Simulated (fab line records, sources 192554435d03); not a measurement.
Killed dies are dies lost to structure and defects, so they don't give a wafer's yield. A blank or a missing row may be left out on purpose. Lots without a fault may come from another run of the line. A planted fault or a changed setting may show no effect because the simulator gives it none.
fab line records | flow n5_finfet
record lots=8 wafers=24 last_day=16
route steps=1938 shown SD_EPI_N@277 SD_EPI_P@307 BEOL_M4@1111
lots that met no fault: from a run of the same line without faults
start_h: hours from the record's first day to the start of the lot's first wafer shown | wait_h: hours since the lot's step before | " the same as in the row above | L1.1+2: a row that stands for several wafers | - no value, or no start given | * or withheld: withheld | < > ~ a bound
route shown NAME@n: a module of which the file shows steps, and the number in the route of the first | usual: mean/standard deviation of fault-free wafers | same: alike in all rows | chamber/n: place in a boat | sites: the reading at each site | _std_site: their standard deviation | _edge_site: outer sites' mean less inner sites' | radius_mm: how far each site lies from the wafer's centre | mask NAME#n: copy n | behind: the tool/chamber that last shaped the wafer | hold: why the lot was held/for how many hours/how that ended | device: the transistor (n, p or np) that didn't switch | end of line: the same wafers' tests at the end of the route | a step without rows: its recipe alone | killed: dies lost to structure and defects at the first sort, not the wafer's yield | map: a wafer's dies, x killed, . not, _ none there
set.NAME: the setting as run; set.NAME@STEP: as run at that earlier step | model.NAME: the simulator's own value behind a step, which no gauge read
steps of the route over a sample of lots; a table a step, a row a wafer
services: from which hour (start_h, from the record's first day; less than 0 if before it) a tool's chamber was out of use, for how many hours, and why
## steps
# step N5_SD_EPI_N_ETCHBACK_44
# recipe chemistry=CH3F/O2 mode=anisotropic_etchback target=SiNx target_depth_a=145 stop_on=SiO2 over_etch_frac=0.3 ion_energy_ev=120 pressure_mtorr=30 source_w=395 bias_w=73 Ar_flow_sccm=150 CH3F_flow_sccm=30 O2_flow_sccm=20
# usual bias_w=73.00/0.21 drypump_motor_current_A=5.8/0.42 oes_product_au=0.68/0.077 rf_vpp_V=299/3.1 showerhead_plenum_p_Torr=2.01/0.075 throttle_valve_pct=16.23/0.23
# columns lot.wafer tool chamber start_h wait_h bias_w drypump_motor_current_A oes_product_au rf_hours_counter_h rf_vpp_V showerhead_plenum_p_Torr throttle_valve_pct
L548.1 rie_diel-05 1 56.87 0.0 72.71 5.7 0.67 89 302 2.11 16.08
L548.4 " 0 " " 72.88 5.1 0.61 231 293 1.89 16.70
L548.5 " 1 " " 73.17 5.7 0.67 - 301 2.11 16.06
L553.3 rie_diel-04 0 86.06 0.0 72.60 5.5 0.80 16 303 2.05 16.15
L553.4 " 3 " " 73.16 5.6 0.59 230 299 2.06 16.37
L553.5 " 0 " " 73.13 5.4 0.79 - 304 2.05 16.17
L554.3 rie_diel-06 2 92.09 0.0 73.23 5.7 0.68 122 297 1.93 16.32
L554.5 " 2 " " 73.27 5.6 0.68 - 297 1.93 16.31
L554.6 " 1 " " 73.21 6.5 0.78 - 298 2.12 16.15
L555.1 rie_diel-05 0 98.40 0.0 73.22 5.0 0.60 246 294 1.89 16.72
L555.4 " 2 " " 73.03 5.8 0.60 249 296 2.04 16.14
L555.6 " 0 " " 73.41 5.0 0.60 - 292 1.89 16.73
L559.1 rie_diel-04 3 125.48 0.0 73.24 5.5 0.59 246 299 2.05 16.40
L559.5 " 0 " " 73.08 5.5 0.77 - 305 2.04 16.18
L559.6 " 1 " " 72.66 6.0 0.75 - 299 2.04 15.89
L561.2 rie_diel-04 2 137.75 0.0 72.94 5.9 0.70 77 298 2.02 16.47
L561.5 " 2 " " 72.63 5.9 0.70 - 302 2.02 16.45
L561.6 " 1 " " 73.19 6.0 0.74 - 299 2.04 15.91
L564.1 rie_diel-06 1 152.12 0.0 73.19 6.4 0.75 60 298 2.11 16.21
L564.2 " 2 " " 73.11 5.6 0.65 147 296 1.92 16.36
L564.3 " 0 " " 73.04 5.9 0.64 145 294 2.00 16.18
L566.1 rie_diel-06 0 165.53 0.0 72.85 5.9 0.63 149 294 2.00 16.18
L566.5 " 0 " " 73.37 5.9 0.63 - 293 2.00 16.19
L566.6 " 3 " " 73.00 6.6 0.59 - 297 1.89 16.10
# step N5_SD_EPI_N_SD_RECESS_17
# recipe chemistry=HBr/Cl2/O2 target_depth_a=410 mask_material=SOC time_s=23.7 bt_time_s=3 pressure_mtorr=10 icp_w=800 bias_w=112 HBr_flow_sccm=150 Cl2_flow_sccm=80 O2_flow_sccm=12
# usual bias_w=112.0/0.35 drypump_motor_current_A=5.8/0.56 oes_product_au=0.999/0.016 throttle_valve_pct=36.99/0.17
# same time_s=23.7
# columns lot.wafer tool chamber start_h wait_h bias_w drypump_motor_current_A oes_product_au rf_hours_counter_h throttle_valve_pct
L548.1 rie_si-06 2 57.15 0.0 112.2 4.6 1.008 163 37.04
L548.4 " 3 " " 111.9 5.9 0.981 151 36.98
L548.5 " 1 " " 112.1 6.7 0.985 - 36.72
L553.3 rie_si-03 2 86.33 0.0 112.1 5.6 0.983 52 36.92
L553.4 " 1 " " 111.6 5.6 1.017 148 36.97
L553.5 " 2 " " 112.1 5.5 0.978 - 36.91
L554.3 rie_si-05 3 92.36 0.0 112.4 6.4 1.002 107 36.89
L554.5 " 0 " " 111.8 5.0 1.020 - 37.09
L554.6 " 3 " " 111.4 6.4 1.010 - 36.90
L555.1 rie_si-03 3 98.67 0.0 111.6 5.7 1.016 131 36.97
L555.4 " 0 " " 112.0 6.3 0.998 158 36.64
L555.6 " 2 " " 111.4 5.5 0.976 - 36.92
L559.1 rie_si-05 2 125.75 0.0 111.7 5.7 0.983 2 37.12
L559.5 " 3 " " 112.2 6.4 1.022 - 36.89
L559.6 " 0 " " 112.3 5.0 1.034 - 37.09
L561.2 rie_si-05 0 138.02 0.0 112.0 5.0 1.029 117 37.08
L561.5 " 1 " " 112.0 6.1 0.986 - 37.21
L561.6 " 2 " " 112.5 5.7 0.982 - 37.11
L564.1 rie_si-03 3 152.39 0.0 111.6 5.7 1.013 133 36.99
L564.2 " 2 " " 112.4 5.5 0.970 53 36.92
L564.3 " 1 " " 111.9 5.6 1.001 149 36.97
L566.1 rie_si-06 0 165.80 0.0 112.8 6.0 0.985 156 37.32
L566.5 " 2 " " 111.6 4.7 1.008 - 37.03
L566.6 " 3 " " 112.7 6.0 0.990 - 36.96
# step N5_SD_EPI_P_ETCH_36
# recipe chemistry=CF4 target=SiARC target_depth_a=455 mask_material=CAR-ArF-block time_s=75.8 ion_energy_ev=80 pressure_mtorr=40 source_w=545 bias_w=36 Ar_flow_sccm=100 cf4_flow_sccm=100 ends=cleared
# usual bias_w=36.01/0.1 drypump_motor_current_A=5.8/0.52 etch_rf_on_time_s=75.3/1.3 oes_product_au=0.71/0.081 rf_vpp_V=184.4/1 showerhead_plenum_p_Torr=2.18/0.063 throttle_valve_pct=15.50/0.25
# columns lot.wafer tool chamber start_h wait_h bias_w drypump_motor_current_A etch_rf_on_time_s oes_product_au rf_hours_counter_h rf_vpp_V showerhead_plenum_p_Torr throttle_valve_pct
L548.1 rie_diel-03 1 60.92 0.0 36.15 6.6 75.4 0.65 160 186.4 2.22 15.63
L548.4 " 3 " " 36.10 5.7 74.5 0.61 246 184.7 2.19 15.86
L548.5 " 3 " " 36.17 5.7 74.4 0.60 - 183.6 2.19 15.86
L553.3 rie_diel-02 2 90.45 0.0 36.15 5.1 74.5 0.73 56 183.9 2.09 15.53
L553.4 " 1 " " 35.94 5.8 75.7 0.60 - 182.6 2.12 16.04
L553.5 " 2 " " 36.03 5.1 74.6 0.73 - 183.1 2.09 15.53
L554.3 rie_diel-01 2 96.61 0.0 36.03 4.9 73.3 0.74 54 182.5 2.09 15.25
L554.5 " 1 " " 35.93 5.7 74.4 0.70 - 185.4 2.16 15.49
L554.6 " 0 " " 35.98 5.8 74.4 0.77 - 185.9 2.27 15.62
L555.1 rie_diel-03 3 102.60 0.0 36.02 5.7 73.5 0.87 0 184.6 2.19 15.36
L555.4 " 3 " " 35.91 5.7 73.0 0.87 - 183.5 2.19 15.37
L555.6 " 2 " " 35.93 6.4 75.1 0.79 - 184.4 2.28 15.36
L559.1 rie_diel-03 3 130.98 0.0 36.13 5.7 73.8 0.82 11 184.9 2.18 15.39
L559.5 " 3 " " 36.06 5.7 73.4 0.82 - 184.0 2.18 15.40
L559.6 " 0 " " 36.13 5.6 77.0 0.84 - 184.2 2.10 15.02
L561.2 rie_diel-03 0 141.95 0.0 35.96 5.7 77.1 0.83 7 183.6 2.10 15.00
L561.5 " 1 " " 36.09 6.6 76.5 0.63 - 183.0 2.21 15.65
L561.6 " 2 " " 36.00 6.4 75.4 0.77 - 184.1 2.27 15.37
L564.1 rie_diel-03 2 156.20 0.0 35.99 6.4 75.0 0.75 33 184.9 2.27 15.39
L564.2 " 0 " " 36.09 5.7 77.0 0.81 12 183.0 2.10 15.03
L564.3 " 3 " " 35.97 5.8 73.1 0.81 18 183.8 2.18 15.42
L566.1 rie_diel-02 1 170.34 0.0 36.13 5.8 75.9 0.59 238 182.4 2.11 16.08
L566.5 " 2 " " 35.96 5.0 74.6 0.70 - 183.1 2.08 15.60
L566.6 " 1 " " 35.97 5.8 76.4 0.58 - 183.1 2.11 16.07
# step N5_SD_EPI_P_ETCH_47
# recipe chemistry=CH3F/O2 target=SiOCN target_depth_a=250 mask_material=SOC ion_energy_ev=60 bias_w=29 pressure_mtorr=30 source_w=410 Ar_flow_sccm=150 CH3F_flow_sccm=30 O2_flow_sccm=20
# usual bias_w=29.02/0.085 drypump_motor_current_A=5.8/0.51 oes_product_au=0.83/0.094 rf_vpp_V=127.9/1 showerhead_plenum_p_Torr=2.04/0.061 throttle_valve_pct=16.22/0.25
# columns lot.wafer tool chamber start_h wait_h bias_w drypump_motor_current_A oes_product_au rf_hours_counter_h rf_vpp_V showerhead_plenum_p_Torr throttle_valve_pct
L548.1 rie_diel-03 1 61.40 0.1 29.05 6.6 0.76 160 128.3 2.08 16.32
L548.4 " 3 " " 29.00 5.7 0.70 246 127.9 2.05 16.56
L548.5 " 3 " " 29.03 5.7 0.69 - 129.9 2.05 16.60
L553.3 rie_diel-02 2 90.93 0.1 28.91 5.0 0.84 57 127.4 1.95 16.26
L553.4 " 1 " " 29.03 5.8 0.70 - 127.4 1.98 16.77
L553.5 " 2 " " 28.97 5.1 0.83 - 127.7 1.95 16.26
L554.3 rie_diel-01 2 97.09 0.1 28.97 4.8 0.88 54 126.5 1.95 15.96
L554.5 " 1 " " 29.01 5.7 0.82 - 128.2 2.02 16.20
L554.6 " 0 " " 28.99 5.8 0.90 - 128.0 2.13 16.33
L555.1 rie_diel-03 3 103.08 0.1 28.95 5.7 1.00 0 127.3 2.05 16.10
L555.4 " 3 " " 28.89 5.7 1.01 - 128.8 2.05 16.10
L555.6 " 2 " " 28.88 6.4 0.93 - 126.9 2.13 16.06
L559.1 rie_diel-03 3 131.46 0.1 29.02 5.8 0.95 11 128.2 2.04 16.13
L559.5 " 3 " " 28.95 5.7 0.96 - 129.6 2.04 16.12
L559.6 " 0 " " 29.05 5.6 0.98 - 128.1 1.97 15.75
L561.2 rie_diel-03 0 142.43 0.1 29.00 5.7 1.25 7 128.4 1.97 15.78
L561.5 " 1 " " 29.15 6.5 0.95 - 127.8 2.07 16.39
L561.6 " 2 " " 29.00 6.4 0.90 - 127.3 2.13 16.10
L564.1 rie_diel-03 2 156.68 0.1 28.92 6.4 0.88 33 126.4 2.12 16.10
L564.2 " 0 " " 29.15 5.6 1.22 13 127.6 1.97 15.78
L564.3 " 3 " " 29.18 5.7 0.93 19 128.0 2.04 16.13
L566.1 rie_diel-02 1 170.82 0.1 28.99 5.8 0.68 239 127.9 1.97 16.82
L566.5 " 2 " " 28.95 5.1 0.81 - 126.4 1.94 16.33
L566.6 " 1 " " 28.88 5.8 0.68 - 127.5 1.97 16.83
# step N5_BEOL_M4_RC_MEAS_101
# usual DIBL_N=36.3/1.4 DIBL_P=36.2/1.5 IOFF_N=0.160/0.021 IOFF_P=0.211/0.027 ION_N=676/7.7 ION_P=463/5.5 SS_N=71.4/0.57 SS_P=73.3/0.58 VT_N=249.3/2.5 VT_P=-250.1/2.6
# columns lot.wafer tool chamber start_h wait_h DIBL_N[mV/V] DIBL_P[mV/V] IOFF_N[nA/um] IOFF_P[nA/um] ION_N[uA/um] ION_P[uA/um] SS_N[mV/dec] SS_P[mV/dec] VT_N[mV] VT_P[mV]
L548.1 prober-01 0 181.54 0.0 38.2 38.3 0.174 0.251 683 471 72.4 73.7 248.6 -245.4
L548.4 " 0 " " 37.7 36.9 0.154 0.215 675 464 72.0 73.3 250.5 -246.7
L548.5 " 0 " " 39.7 38.2 0.195 0.248 675 465 72.0 73.9 248.5 -249.7
L553.3 prober-01 0 205.08 0.3 38.6 37.1 0.156 0.234 668 467 71.9 73.6 252.9 -250.9
L553.4 " 0 " " 38.2 37.4 0.152 0.229 673 469 71.0 73.6 249.7 -249.4
L553.5 " 0 " " 37.8 35.5 0.137 0.201 674 461 71.8 73.1 253.1 -250.7
L554.3 prober-01 0 214.55 0.3 37.1 35.6 0.154 0.203 673 460 71.1 73.5 250.1 -250.2
L554.5 " 0 " " 35.9 34.0 0.139 0.198 677 469 70.9 72.5 249.1 -248.9
L554.6 " 0 " " 36.6 34.4 0.144 0.193 665 468 70.8 72.9 248.3 -249.8
L555.1 prober-01 0 217.77 0.0 35.9 37.6 0.178 0.229 687 463 71.1 73.7 248.4 -251.9
L555.4 " 0 " " 35.3 36.3 0.157 0.213 672 461 70.7 73.3 251.2 -250.3
L555.6 " 0 " " 35.4 35.6 0.154 0.201 679 461 70.4 73.0 248.0 -248.6
L559.1 prober-02 0 246.32 0.0 36.0 36.1 0.147 0.180 659 455 72.1 73.0 251.5 -253.5
L559.5 " 0 " " 37.8 38.2 0.174 0.200 682 460 71.9 74.3 248.3 -251.7
L559.6 " 0 " " 36.2 35.8 0.149 0.172 663 446 71.4 72.8 252.0 -255.1
L561.2 prober-01 0 249.96 0.2 36.1 37.5 0.178 0.279 679 485 72.0 74.3 245.3 -244.3
L561.5 " 0 " " 36.5 36.9 0.171 0.274 679 477 71.3 73.9 245.6 -241.4
L561.6 " 0 " " 36.4 35.9 0.180 0.238 681 464 71.5 73.9 246.9 -247.4
L564.1 prober-02 0 265.66 0.0 36.1 35.1 0.162 0.204 672 465 71.2 72.9 248.7 -249.9
L564.2 " 0 " " 36.1 36.3 0.162 0.235 681 473 71.5 73.7 248.9 -248.9
L564.3 " 0 " " 35.0 33.8 0.150 0.184 680 463 70.9 72.8 250.5 -251.6
L566.1 prober-02 0 276.11 0.0 35.1 33.6 0.140 0.178 667 459 70.2 72.8 251.3 -250.3
L566.5 " 0 " " 35.0 34.5 0.153 0.185 680 460 71.4 73.0 246.7 -255.1
L566.6 " 0 " " 34.2 33.2 0.135 0.174 668 455 70.4 72.7 249.4 -253.7
## services
# columns tool chamber start_h hours kind
rie_diel-03 2 33.06 - clean
rie_diel-03 2 33.06 - consumable_replace:focus_ring
rie_diel-03 2 33.06 - consumable_replace:showerhead
rie_diel-03 2 33.06 19.7 scheduled_down
rie_diel-03 2 33.06 19.7 vent_cycle
rie_si-03 - 44.28 0.1 repair
rie_diel-03 2 73.19 12.5 repair
rie_diel-03 3 85.72 - clean
rie_diel-03 3 85.72 - consumable_replace:focus_ring
rie_diel-03 3 85.72 16.5 scheduled_down
rie_diel-03 3 85.72 16.5 vent_cycle
rie_diel-02 3 88.48 5.4 repair
rie_diel-03 0 102.26 - clean
rie_diel-03 0 102.26 - consumable_replace:focus_ring
rie_diel-03 0 102.26 15.1 scheduled_down
rie_diel-04 1 104.02 9.3 repair
rie_si-03 1 105.05 1.8 repair
rie_diel-05 2 132.80 6.0 repair
rie_si-03 1 135.65 12.0 repair
rie_diel-01 3 135.89 14.2 repair
rie_si-03 2 137.21 5.9 repair
rie_diel-02 0 141.71 3.3 repair
rie_diel-03 3 151.46 4.3 repair
rie_diel-03 2 170.31 8.0 repair
## key
first_sign step=N5_SD_EPI_P_ETCH_47 reading=oes_product_au direction=up sigmas=3.3 usual=0.83 struck=1.14
effect none on later readings
met_at N5_SD_EPI_P_ETCH_47
struck_lots L561,L564
struck_wafers L561.2,L561.5,L564.2
not_acting_at N5_SD_EPI_N_ETCHBACK_44,N5_SD_EPI_N_SD_RECESS_17,N5_SD_EPI_P_ETCH_36
onset_between 131.46 142.43
fault kind=process_parameter_drift tool=rie_diel-03 chamber=- onset_h=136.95 steps=N5_SD_EPI_P_ETCH_47 channel=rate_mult offset=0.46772 shape=step end_h=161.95 scope=struck_wafers_only
